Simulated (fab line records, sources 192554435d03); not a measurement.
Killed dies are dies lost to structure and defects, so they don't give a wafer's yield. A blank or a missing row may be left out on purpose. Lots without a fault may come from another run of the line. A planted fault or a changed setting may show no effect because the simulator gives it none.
Chamber matching | flow n5_finfet | N5_BEOL_M3_ETCH_74 on rie_diel-06: 4 sister chambers
The step etches underlayer in N2/H2, target depth 6.5 nm, time 5.2 s. 8 wafers are shown with their chamber, then 8 later ones without.

WAFERS WITH THEIR CHAMBER
wafer  | chamber | drypump_motor_current_A (A) | showerhead_plenum_p_Torr (Torr)
L074.5 | 0       | 5.77                        | 2.52
L083.6 | 1       | 5.28                        | 2.51
L086.1 | 0       | 5.79                        | 2.51
L087.5 | 2       | 5.42                        | 2.64
L090.3 | 3       | 5.92                        | 2.67
L090.5 | 1       | 5.31                        | 2.50
L090.6 | 2       | 5.44                        | 2.64
L093.1 | 3       | 5.91                        | 2.67

WAFERS WITHOUT THEIR CHAMBER
wafer  | drypump_motor_current_A (A) | showerhead_plenum_p_Torr (Torr)
L093.4 | 5.41                        | 2.64
L093.6 | 5.41                        | 2.64
L097.1 | 5.44                        | 2.63
L097.2 | 5.79                        | 2.51
L097.3 | 5.91                        | 2.67
L095.3 | 5.93                        | 2.67
L095.5 | 5.78                        | 2.51
L095.6 | 5.40                        | 2.63

WHICH CHAMBER EACH WENT THROUGH
wafer  | from the rows above | in truth
L093.4 | 2                   | 2
L093.6 | 2                   | 2
L097.1 | 2                   | 2
L097.2 | 0                   | 0
L097.3 | 3                   | 3
L095.3 | 3                   | 3
L095.5 | 0                   | 0
L095.6 | 2                   | 2
Placed correctly: 8 of 8. Can't be placed from these rows: 0. Placed wrongly: 0.
How it was worked out, from the rows above alone: a wafer's distance from a chamber is the root of the sum, over the readings, of the square of ((its reading less the chamber's mean) divided by the reading's scatter). The wafer belongs to the nearest chamber; if the next one is less than 2 further off, it can't be placed. A chamber's mean is the mean of its shown wafers. The scatter: the root of (the sum of the squares of (reading less its chamber's mean) over the shown wafers, divided by (wafers less chambers)).
